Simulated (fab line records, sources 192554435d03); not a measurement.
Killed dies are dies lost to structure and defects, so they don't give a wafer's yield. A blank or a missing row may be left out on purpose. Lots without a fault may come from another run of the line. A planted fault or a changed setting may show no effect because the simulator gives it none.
fab line records | flow n5_finfet
record lots=24 wafers=72 last_day=19
route steps=1938 shown BEOL_M2@906 BEOL_M3@998
lots that met no fault: from a run of the same line without faults
start_h: hours from the record's first day to the start of the lot's first wafer shown | wait_h: hours since the lot's step before | " the same as in the row above | L1.1+2: a row that stands for several wafers | - no value, or no start given | * or withheld: withheld | < > ~ a bound
route shown NAME@n: a module of which the file shows steps, and the number in the route of the first | usual: mean/standard deviation of fault-free wafers | same: alike in all rows | chamber/n: place in a boat | sites: the reading at each site | _std_site: their standard deviation | _edge_site: outer sites' mean less inner sites' | radius_mm: how far each site lies from the wafer's centre | mask NAME#n: copy n | behind: the tool/chamber that last shaped the wafer | hold: why the lot was held/for how many hours/how that ended | device: the transistor (n, p or np) that didn't switch | end of line: the same wafers' tests at the end of the route | a step without rows: its recipe alone | killed: dies lost to structure and defects at the first sort, not the wafer's yield | map: a wafer's dies, x killed, . not, _ none there
set.NAME: the setting as run; set.NAME@STEP: as run at that earlier step | model.NAME: the simulator's own value behind a step, which no gauge read
steps of the route over a sample of lots; a table a step, a row a wafer
services: from which hour (start_h, from the record's first day; less than 0 if before it) a tool's chamber was out of use, for how many hours, and why
## steps
# step N5_BEOL_M2_SPUTTER_79
# recipe material=Cu target_thk_a=45 temp_c=-20 chamber_pressure_pa=0.07 power_w=withheld time_s=8.29
# usual chamber_pressure_pa=0.07001/0.00014 substrate_temp_c=-20.02/0.12 throttle_valve_pct=29.6/1.2
# columns lot.wafer tool chamber start_h wait_h chamber_pressure_pa substrate_temp_c throttle_valve_pct
L074.1 pvd_sputter-02 - 137.43 0.1 0.07017 -20.00 31.9
L074.3 " - " " 0.07018 -20.05 29.1
L074.5 " - " " 0.06995 -20.05 31.3
L075.2 pvd_sputter-02 - 150.97 0.1 0.06996 -19.94 29.8
L075.4 " - " " 0.07013 -20.07 29.1
L075.6 " - " " 0.06993 -19.95 29.7
L077.1 pvd_sputter-01 - 151.15 0.1 0.07003 -19.73 30.5
L077.4 " - " " 0.07011 -20.21 27.0
L077.6 " - " " 0.07 -20.18 30.0
L076.1 pvd_sputter-03 - 152.45 0.1 0.07013 -20.13 28.2
L076.4 " - " " 0.06999 -19.82 30.2
L076.6 " - " " 0.07005 -19.97 30.2
L078.2 pvd_sputter-02 - 165.54 0.1 0.06997 -20.07 31.3
L078.4 " - " " 0.07008 -19.96 29.3
L078.6 " - " " 0.06995 -20.26 31.8
L079.2 pvd_sputter-01 - 180.02 0.1 0.07 -19.88 26.9
L079.3 " - " " 0.06983 -19.79 29.9
L079.5 " - " " 0.07007 -20.04 27.1
L080.1 pvd_sputter-02 - 181.84 0.1 0.07005 -19.99 29.6
L080.3 " - " " 0.07001 -20.28 29.2
L080.5 " - " " 0.06993 -20.32 29.2
L081.1 pvd_sputter-03 - 191.14 0.1 0.07014 -20.03 28.5
L081.2 " - " " 0.06995 -20.10 30.4
L081.6 " - " " 0.0702 -20.08 28.3
L082.1 pvd_sputter-02 - 192.76 0.1 0.07012 -19.95 29.3
L082.4 " - " " 0.07009 -19.96 29.2
L082.5 " - " " 0.07005 -20.00 29.5
L083.2 pvd_sputter-01 - 203.67 0.1 0.07001 -19.93 27.2
L083.4 " - " " 0.06999 -20.11 30.3
L083.6 " - " " 0.06992 -20.12 30.0
L084.2 pvd_sputter-01 - 212.71 0.1 0.06988 -19.96 29.9
L084.5 " - " " 0.06994 -20.04 30.2
L084.6 " - " " 0.06995 -19.91 27.2
L085.2 pvd_sputter-03 - 218.99 0.1 0.06991 -20.01 28.5
L085.5 " - " " 0.07008 -19.90 28.7
L085.6 " - " " 0.07001 -19.93 30.1
L087.2 pvd_sputter-01 - 224.78 0.1 0.06983 -19.91 30.1
L087.3 " - " " 0.07031 -20.06 30.3
L087.6 " - " " 0.06998 -19.93 29.9
L086.1 pvd_sputter-03 - 227.72 0.1 0.06987 -20.21 31.1
L086.3 " - " " 0.07001 -19.86 29.0
L086.5 " - " " 0.06999 -19.90 31.0
L088.2 pvd_sputter-01 - 230.78 0.1 0.06984 -19.73 30.0
L088.3 " - " " 0.07006 -20.11 26.9
L088.4 " - " " 0.07009 -19.83 30.2
L089.1 pvd_sputter-02 - 235.90 0.1 0.06978 -20.11 31.8
L089.4 " - " " 0.07026 -20.01 29.7
L089.6 " - " " 0.07019 -20.02 29.5
L090.3 pvd_sputter-03 - 241.31 0.1 0.07022 -20.19 30.2
L090.4 " - " " 0.07009 -20.08 28.9
L090.6 " - " " 0.0703 -20.15 30.1
L091.2 pvd_sputter-01 - 248.88 0.1 0.07016 -19.99 30.1
L091.5 " - " " 0.07 -20.04 29.8
L091.6 " - " " 0.06991 -19.95 27.1
L092.3 pvd_sputter-01 - 252.22 0.1 0.06982 -20.18 26.8
L092.5 " - " " 0.06991 -20.05 30.0
L092.6 " - " " 0.06984 -20.00 30.0
L093.2 pvd_sputter-01 - 259.44 0.1 0.06992 -20.22 30.0
L093.3 " - " " 0.07026 -20.11 30.0
L093.4 " - " " 0.07002 -20.06 30.4
L095.2 pvd_sputter-02 - 268.85 0.1 0.07016 -20.09 29.4
L095.5 " - " " 0.07017 -20.06 29.2
L095.6 " - " " 0.06987 -20.08 29.8
L094.3 pvd_sputter-03 - 276.43 0.1 0.07005 -19.98 29.0
L094.5 " - " " 0.0701 -20.10 30.4
L094.6 " - " " 0.0698 -20.06 30.7
L096.1 pvd_sputter-02 - 281.70 0.1 0.07022 -20.11 29.5
L096.2 " - " " 0.07008 -20.07 29.5
L096.5 " - " " 0.07014 -20.10 29.5
L097.3 pvd_sputter-03 - 288.48 0.1 0.07023 -20.02 28.9
L097.4 " - " " 0.07013 -20.00 30.0
L097.5 " - " " 0.06983 -20.15 31.3
# step N5_BEOL_M2_ANNEAL_95
# recipe temp_c=400 time_s=240 ambient=vacuum
# usual heater_power_w=828/88
# columns lot.wafer tool chamber start_h wait_h heater_power_w
L074.1 pvd_sputter-02 - 138.83 0.0 739
L074.3 " - " " 737
L074.5 " - " " 754
L075.2 pvd_sputter-02 - 152.37 0.0 964
L075.4 " - " " 714
L075.6 " - " " 813
L077.1 pvd_sputter-01 - 152.55 0.0 929
L077.4 " - " " 943
L077.6 " - " " 829
L076.1 pvd_sputter-03 - 153.85 0.0 805
L076.4 " - " " 723
L076.6 " - " " 717
L078.2 pvd_sputter-02 - 166.94 0.0 768
L078.4 " - " " 712
L078.6 " - " " 755
L079.2 pvd_sputter-01 - 181.42 0.0 960
L079.3 " - " " 834
L079.5 " - " " 933
L080.1 pvd_sputter-02 - 183.24 0.0 810
L080.3 " - " " 743
L080.5 " - " " 743
L082.1 pvd_sputter-02 - 194.16 0.0 707
L082.4 " - " " 992
L082.5 " - " " 983
L081.1 pvd_sputter-03 - 199.77 0.0 787
L081.2 " - " " 712
L081.6 " - " " 809
L083.2 pvd_sputter-01 - 205.07 0.0 942
L083.4 " - " " 928
L083.6 " - " " 776
L084.2 pvd_sputter-01 - 214.11 0.0 935
L084.5 " - " " 776
L084.6 " - " " 970
L085.2 pvd_sputter-03 - 220.39 0.0 808
L085.5 " - " " 750
L085.6 " - " " 734
L087.2 pvd_sputter-01 - 226.18 0.0 816
L087.3 " - " " 799
L087.6 " - " " 771
L086.1 pvd_sputter-03 - 229.12 0.0 799
L086.3 " - " " 739
L086.5 " - " " 813
L088.2 pvd_sputter-01 - 232.18 0.0 802
L088.3 " - " " 949
L088.4 " - " " 790
L089.1 pvd_sputter-02 - 237.30 0.0 749
L089.4 " - " " 811
L089.6 " - " " 828
L090.3 pvd_sputter-03 - 242.71 0.0 735
L090.4 " - " " 720
L090.6 " - " " 739
L091.2 pvd_sputter-01 - 250.28 0.0 787
L091.5 " - " " 804
L091.6 " - " " 946
L092.3 pvd_sputter-01 - 253.62 0.0 949
L092.5 " - " " 942
L092.6 " - " " 801
L093.2 pvd_sputter-01 - 260.84 0.0 805
L093.3 " - " " 944
L093.4 " - " " 814
L095.2 pvd_sputter-02 - 270.25 0.0 703
L095.5 " - " " 708
L095.6 " - " " 823
L094.3 pvd_sputter-03 - 277.83 0.0 734
L094.5 " - " " 744
L094.6 " - " " 814
L096.1 pvd_sputter-02 - 283.21 0.0 986
L096.2 " - " " 812
L096.5 " - " " 974
L097.3 pvd_sputter-03 - 316.12 0.0 752
L097.4 " - " " 723
L097.5 " - " " 779
# step N5_BEOL_M2_SPUTTER_96
# recipe material=Cu target_thk_a=45 temp_c=-20 chamber_pressure_pa=0.07 power_w=withheld time_s=8.29
# usual chamber_pressure_pa=0.06999/0.00014 substrate_temp_c=-20.00/0.09 throttle_valve_pct=29.6/1.2
# columns lot.wafer tool chamber start_h wait_h chamber_pressure_pa substrate_temp_c throttle_valve_pct
L074.1 pvd_sputter-02 - 138.97 0.1 0.06983 -19.99 31.6
L074.3 " - " " 0.07022 -20.02 29.4
L074.5 " - " " 0.07004 -19.86 31.6
L075.2 pvd_sputter-02 - 152.51 0.1 0.07002 -19.81 29.7
L075.4 " - " " 0.07006 -20.05 29.3
L075.6 " - " " 0.0701 -20.12 29.5
L077.1 pvd_sputter-01 - 152.69 0.1 0.07002 -19.98 30.2
L077.4 " - " " 0.06995 -19.97 27.2
L077.6 " - " " 0.06992 -19.97 29.9
L076.1 pvd_sputter-03 - 153.99 0.1 0.07026 -20.05 28.4
L076.4 " - " " 0.06982 -19.99 30.1
L076.6 " - " " 0.06977 -19.77 30.2
L078.2 pvd_sputter-02 - 167.08 0.1 0.07008 -20.12 31.7
L078.4 " - " " 0.06996 -19.89 29.4
L078.6 " - " " 0.07015 -19.91 31.3
L079.2 pvd_sputter-01 - 181.56 0.1 0.06989 -19.87 26.9
L079.3 " - " " 0.07002 -20.03 29.8
L079.5 " - " " 0.06997 -20.01 27.3
L080.1 pvd_sputter-02 - 183.38 0.1 0.06976 -20.01 29.5
L080.3 " - " " 0.07014 -19.96 29.1
L080.5 " - " " 0.07023 -19.89 29.1
L082.1 pvd_sputter-02 - 194.30 0.1 0.06966 -20.02 29.4
L082.4 " - " " 0.07015 -20.07 29.7
L082.5 " - " " 0.07018 -19.96 29.4
L081.1 pvd_sputter-03 - 199.91 0.1 0.07 -20.01 28.5
L081.2 " - " " 0.07017 -19.97 30.4
L081.6 " - " " 0.07004 -19.94 28.2
L083.2 pvd_sputter-01 - 205.21 0.1 0.07001 -20.09 26.7
L083.4 " - " " 0.07003 -19.98 30.0
L083.6 " - " " 0.06993 -19.89 30.1
L084.2 pvd_sputter-01 - 214.25 0.1 0.06996 -19.94 29.8
L084.5 " - " " 0.06976 -20.09 30.0
L084.6 " - " " 0.07014 -20.17 27.0
L085.2 pvd_sputter-03 - 220.53 0.1 0.06999 -19.87 28.3
L085.5 " - " " 0.06992 -19.93 29.2
L085.6 " - " " 0.07004 -20.01 29.9
L087.2 pvd_sputter-01 - 226.32 0.1 0.07012 -19.71 29.9
L087.3 " - " " 0.07005 -20.12 30.3
L087.6 " - " " 0.07026 -20.25 29.8
L086.1 pvd_sputter-03 - 229.26 0.1 0.06996 -19.92 31.0
L086.3 " - " " 0.06994 -19.96 29.2
L086.5 " - " " 0.07 -19.83 31.3
L088.2 pvd_sputter-01 - 232.32 0.1 0.07016 -20.04 30.1
L088.3 " - " " 0.06996 -20.12 27.0
L088.4 " - " " 0.07016 -20.14 29.9
L089.1 pvd_sputter-02 - 237.44 0.1 0.07005 -19.99 31.8
L089.4 " - " " 0.06989 -20.12 29.6
L089.6 " - " " 0.06996 -20.15 29.6
L090.3 pvd_sputter-03 - 242.85 0.1 0.07005 -19.92 30.1
L090.4 " - " " 0.06998 -19.87 29.1
L090.6 " - " " 0.07005 -20.03 30.5
L091.2 pvd_sputter-01 - 250.42 0.1 0.07004 -19.99 30.1
L091.5 " - " " 0.07028 -19.98 29.8
L091.6 " - " " 0.06996 -19.90 27.1
L092.3 pvd_sputter-01 - 253.76 0.1 0.0699 -20.06 27.3
L092.5 " - " " 0.06981 -20.08 30.0
L092.6 " - " " 0.07005 -19.94 29.8
L093.2 pvd_sputter-01 - 260.98 0.1 0.07007 -19.89 30.0
L093.3 " - " " 0.06972 -20.05 30.2
L093.4 " - " " 0.06988 -19.84 29.9
L095.2 pvd_sputter-02 - 270.39 0.1 0.0701 -20.14 29.3
L095.5 " - " " 0.07003 -20.12 29.5
L095.6 " - " " 0.06987 -19.91 29.5
L094.3 pvd_sputter-03 - 277.97 0.1 0.07005 -20.09 29.3
L094.5 " - " " 0.06986 -20.10 30.3
L094.6 " - " " 0.07004 -19.98 31.1
L096.1 pvd_sputter-02 - 283.35 0.1 0.07005 -19.96 29.5
L096.2 " - " " 0.07002 -20.09 29.9
L096.5 " - " " 0.06987 -19.92 29.5
L097.3 pvd_sputter-03 - 316.26 0.1 0.06995 -20.08 28.8
L097.4 " - " " 0.06993 -19.87 30.0
L097.5 " - " " 0.07016 -19.94 31.0
# step N5_BEOL_M2_DEP_57
# recipe material=SiCN target_thk_a=80 temp_c=withheld precursor=3MS/NH3 pressure_torr=3 rf_w=202 time_s=14
# usual showerhead_plenum_p_Torr=3.660/0.011 throttle_valve_pct=8.7/0.38
# columns lot.wafer tool chamber start_h wait_h showerhead_plenum_p_Torr throttle_valve_pct
L074.1 pecvd-02 2 139.95 0.0 3.657 8.2
L074.3 " 1 " " 3.657 8.8
L074.5 " 0 " " 3.648 8.9
L075.2 pecvd-04 2 153.49 0.0 3.668 8.5
L075.4 " 0 " " 3.629 8.5
L075.6 " 1 " " 3.649 9.8
L077.1 pecvd-02 2 153.99 0.0 3.670 8.6
L077.4 " 2 " " 3.667 8.2
L077.6 " 1 " " 3.644 8.7
L076.1 pecvd-02 2 154.97 0.0 3.672 8.3
L076.4 " 2 " " 3.669 8.1
L076.6 " 1 " " 3.654 8.4
L078.2 pecvd-03 0 168.06 0.0 3.648 9.1
L078.4 " 2 " " 3.673 8.4
L078.6 " 0 " " 3.654 9.2
L079.2 pecvd-02 1 182.55 0.0 3.645 8.6
L079.3 " 2 " " 3.657 8.2
L079.5 " 0 " " 3.653 8.3
L080.1 pecvd-04 2 184.37 0.0 3.669 8.2
L080.3 " 1 " " 3.657 9.4
L080.5 " 2 " " 3.663 8.4
L082.1 pecvd-02 1 195.28 0.0 3.651 8.9
L082.4 " 1 " " 3.644 8.9
L082.5 " 2 " " 3.661 8.4
L081.1 pecvd-02 2 200.91 0.0 3.666 8.3
L081.2 " 0 " " 3.652 8.9
L081.6 " 2 " " 3.663 8.1
L083.2 pecvd-02 2 206.36 0.0 3.659 8.3
L083.4 " 0 " " 3.669 8.7
L083.6 " 2 " " 3.659 8.5
L084.2 pecvd-02 2 215.23 0.0 3.659 8.7
L084.5 " 1 " " 3.653 8.9
L084.6 " 2 " " 3.671 8.5
L085.2 pecvd-04 0 221.52 0.0 3.645 8.5
L085.5 " 1 " " 3.648 9.6
L085.6 " 0 " " 3.641 8.6
L087.2 pecvd-03 2 227.55 0.0 3.675 8.6
L087.3 " 1 " " 3.686 8.5
L087.6 " 1 " " 3.692 8.4
L086.1 pecvd-02 1 230.70 0.0 3.651 8.6
L086.3 " 2 " " 3.662 8.3
L086.5 " 2 " " 3.675 8.3
L088.2 pecvd-03 0 233.70 0.0 3.652 9.2
L088.3 " 2 " " 3.676 8.3
L088.4 " 2 " " 3.683 8.5
L089.1 pecvd-02 0 238.42 0.0 3.655 8.9
L089.4 " 1 " " 3.649 8.4
L089.6 " 2 " " 3.663 8.3
L090.3 pecvd-02 2 243.83 0.0 3.662 8.4
L090.4 " 0 " " 3.656 8.9
L090.6 " 2 " " 3.667 8.7
L091.2 pecvd-03 1 251.40 0.0 3.682 9.0
L091.5 " 1 " " 3.676 8.9
L091.6 " 2 " " 3.673 8.5
L092.3 pecvd-03 0 254.76 0.0 3.664 9.5
L092.5 " 1 " " 3.686 8.6
L092.6 " 0 " " 3.658 9.3
L093.2 pecvd-02 1 262.25 0.0 3.648 8.9
L093.3 " 2 " " 3.670 8.4
L093.4 " 1 " " 3.657 8.7
L095.2 pecvd-02 2 271.37 0.0 3.665 8.4
L095.5 " 2 " " 3.665 8.2
L095.6 " 0 " " 3.665 9.0
L094.3 pecvd-03 0 279.04 0.1 3.659 9.3
L094.5 " 0 " " 3.657 9.3
L094.6 " 0 " " 3.649 9.1
L096.1 pecvd-03 0 284.45 0.0 3.657 9.4
L096.2 " 2 " " 3.665 8.6
L096.5 " 0 " " 3.656 9.4
L097.3 pecvd-04 0 317.34 0.0 3.641 8.6
L097.4 " 1 " " 3.662 9.9
L097.5 " 0 " " 3.648 8.7
# step N5_BEOL_M3_SPUTTER_81
# recipe material=Cu target_thk_a=45 temp_c=-20 chamber_pressure_pa=0.07 power_w=withheld time_s=8.29
# usual chamber_pressure_pa=0.07001/0.00015 substrate_temp_c=-20.00/0.092 throttle_valve_pct=29.9/1.1
# columns lot.wafer tool chamber start_h wait_h chamber_pressure_pa substrate_temp_c throttle_valve_pct
L074.1 pvd_sputter-03 - 148.19 0.1 0.07019 -20.09 31.2
L074.3 " - " " 0.0701 -19.89 29.1
L074.5 " - " " 0.0702 -20.01 31.2
L077.1 pvd_sputter-03 - 160.69 0.1 0.06979 -20.01 30.0
L077.4 " - " " 0.07008 -20.10 31.3
L077.6 " - " " 0.06973 -19.94 28.5
L075.2 pvd_sputter-03 - 162.97 0.1 0.07013 -20.08 30.2
L075.4 " - " " 0.07016 -20.08 28.4
L075.6 " - " " 0.06987 -19.90 31.3
L076.1 pvd_sputter-02 - 167.64 0.1 0.07001 -19.94 29.6
L076.4 " - " " 0.06993 -20.10 31.5
L076.6 " - " " 0.07027 -20.13 31.7
L078.2 pvd_sputter-02 - 174.02 0.1 0.07019 -20.00 29.6
L078.4 " - " " 0.06997 -20.05 29.3
L078.6 " - " " 0.07011 -20.02 29.7
L079.2 pvd_sputter-03 - 206.74 0.1 0.0701 -20.20 28.9
L079.3 " - " " 0.06982 -19.88 30.9
L079.5 " - " " 0.07005 -20.09 28.3
L080.1 pvd_sputter-02 - 206.91 0.1 0.06994 -20.07 29.6
L080.3 " - " " 0.07 -20.03 29.6
L080.5 " - " " 0.07004 -20.07 29.5
L082.1 pvd_sputter-02 - 211.11 0.1 0.07004 -19.76 30.0
L082.4 " - " " 0.0699 -19.99 31.9
L082.5 " - " " 0.06994 -19.96 29.3
L081.1 pvd_sputter-03 - 213.33 0.1 0.06982 -20.02 28.9
L081.2 " - " " 0.0701 -20.11 28.1
L081.6 " - " " 0.07009 -19.87 31.4
L083.2 pvd_sputter-03 - 215.17 0.1 0.06975 -19.91 30.1
L083.4 " - " " 0.07021 -20.12 28.6
L083.6 " - " " 0.06998 -20.00 28.4
L084.2 pvd_sputter-01 - 223.16 0.1 0.0698 -20.00 30.3
L084.5 " - " " 0.07036 -19.81 30.4
L084.6 " - " " 0.07035 -19.90 30.2
L085.2 pvd_sputter-01 - 227.74 0.1 0.07018 -20.05 27.1
L085.5 " - " " 0.07023 -19.99 30.1
L085.6 " - " " 0.07011 -20.01 30.1
L087.2 pvd_sputter-01 - 243.03 0.1 0.07003 -19.98 30.1
L087.3 " - " " 0.06997 -19.88 27.0
L087.6 " - " " 0.06996 -20.02 30.4
L088.2 pvd_sputter-02 - 245.65 0.1 0.07019 -20.00 29.7
L088.3 " - " " 0.06991 -20.09 29.5
L088.4 " - " " 0.06991 -19.89 31.7
L086.1 pvd_sputter-03 - 246.07 0.1 0.06999 -19.87 28.2
L086.3 " - " " 0.06994 -19.82 30.1
L086.5 " - " " 0.06981 -19.88 30.9
L089.1 pvd_sputter-02 - 247.97 0.1 0.07 -20.18 31.7
L089.4 " - " " 0.06993 -19.82 29.1
L089.6 " - " " 0.06992 -19.97 29.4
L090.3 pvd_sputter-02 - 252.95 0.1 0.06977 -20.03 29.7
L090.4 " - " " 0.06969 -20.01 29.4
L090.6 " - " " 0.06988 -19.89 31.5
L091.2 pvd_sputter-02 - 257.43 0.1 0.07017 -19.99 29.2
L091.5 " - " " 0.07001 -19.99 29.8
L091.6 " - " " 0.07009 -19.97 29.6
L092.3 pvd_sputter-02 - 276.84 0.1 0.07007 -19.94 29.4
L092.5 " - " " 0.06998 -19.86 29.8
L092.6 " - " " 0.07013 -19.89 29.7
L093.2 pvd_sputter-03 - 281.93 0.1 0.07006 -20.09 30.3
L093.3 " - " " 0.07019 -20.07 28.4
L093.4 " - " " 0.0699 -19.89 31.2
L095.2 pvd_sputter-01 - 285.48 0.1 0.06981 -20.07 30.2
L095.5 " - " " 0.0701 -19.97 30.1
L095.6 " - " " 0.0699 -20.14 30.1
L094.3 pvd_sputter-01 - 288.31 0.1 0.06993 -20.10 30.0
L094.5 " - " " 0.07014 -20.12 30.1
L094.6 " - " " 0.07004 -19.84 30.0
L096.1 pvd_sputter-01 - 296.21 0.1 0.06994 -19.89 30.3
L096.2 " - " " 0.07002 -19.92 29.9
L096.5 " - " " 0.07008 -19.93 30.3
L097.3 pvd_sputter-02 - 331.40 0.1 0.06976 -20.22 29.6
L097.4 " - " " 0.06998 -19.95 31.4
L097.5 " - " " 0.07003 -20.01 31.5
# step N5_BEOL_M3_ANNEAL_91
# recipe temp_c=400 time_s=240 ambient=vacuum
# usual heater_power_w=818/85
# columns lot.wafer tool chamber start_h wait_h heater_power_w
L074.1 pvd_sputter-03 - 148.93 0.0 797
L074.3 " - " " 718
L074.5 " - " " 778
L077.1 pvd_sputter-03 - 161.43 0.0 699
L077.4 " - " " 787
L077.6 " - " " 801
L075.2 pvd_sputter-03 - 163.71 0.0 726
L075.4 " - " " 805
L075.6 " - " " 804
L076.1 pvd_sputter-02 - 168.38 0.0 834
L076.4 " - " " 765
L076.6 " - " " 798
L078.2 pvd_sputter-02 - 174.76 0.0 984
L078.4 " - " " 733
L078.6 " - " " 984
L079.2 pvd_sputter-03 - 207.48 0.0 746
L079.3 " - " " 792
L079.5 " - " " 813
L080.1 pvd_sputter-02 - 207.65 0.0 828
L080.3 " - " " 739
L080.5 " - " " 807
L082.1 pvd_sputter-02 - 211.85 0.0 847
L082.4 " - " " 756
L082.5 " - " " 714
L081.1 pvd_sputter-03 - 214.07 0.0 745
L081.2 " - " " 794
L081.6 " - " " 807
L083.2 pvd_sputter-03 - 215.91 0.0 727
L083.4 " - " " 783
L083.6 " - " " 805
L084.2 pvd_sputter-01 - 223.90 0.0 794
L084.5 " - " " 971
L084.6 " - " " 817
L085.2 pvd_sputter-01 - 228.48 0.0 948
L085.5 " - " " 961
L085.6 " - " " 810
L087.2 pvd_sputter-01 - 243.77 0.0 808
L087.3 " - " " 942
L087.6 " - " " 957
L088.2 pvd_sputter-02 - 246.39 0.0 820
L088.3 " - " " 729
L088.4 " - " " 755
L086.1 pvd_sputter-03 - 246.81 0.0 813
L086.3 " - " " 739
L086.5 " - " " 802
L089.1 pvd_sputter-02 - 248.71 0.0 756
L089.4 " - " " 726
L089.6 " - " " 813
L090.3 pvd_sputter-02 - 253.69 0.0 813
L090.4 " - " " 729
L090.6 " - " " 780
L091.2 pvd_sputter-02 - 258.17 0.0 731
L091.5 " - " " 832
L091.6 " - " " 970
L092.3 pvd_sputter-02 - 277.59 0.0 728
L092.5 " - " " 979
L092.6 " - " " 832
L093.2 pvd_sputter-03 - 282.67 0.0 728
L093.3 " - " " 800
L093.4 " - " " 781
L095.2 pvd_sputter-01 - 286.22 0.0 957
L095.5 " - " " 816
L095.6 " - " " 957
L094.3 pvd_sputter-01 - 289.05 0.0 787
L094.5 " - " " 766
L094.6 " - " " 807
L096.1 pvd_sputter-01 - 296.95 0.0 783
L096.2 " - " " 809
L096.5 " - " " 933
L097.3 pvd_sputter-02 - 332.14 0.0 854
L097.4 " - " " 764
L097.5 " - " " 755
## services
# columns tool chamber start_h hours kind
pvd_sputter-01 - 115.70 5.3 repair
pecvd-03 1 121.21 3.7 repair
pecvd-04 - 128.28 5.5 pm
pecvd-02 1 151.37 2.1 scheduled_down
pecvd-02 2 162.58 6.2 repair
pecvd-03 0 179.48 4.6 scheduled_down
pecvd-03 - 199.47 0.3 repair
pecvd-04 1 255.55 2.1 scheduled_down
pecvd-03 - 270.84 0.9 repair
pecvd-03 2 277.64 2.1 scheduled_down
pecvd-02 1 295.21 5.2 repair
pecvd-03 2 326.21 5.5 scheduled_down
## key
fault none
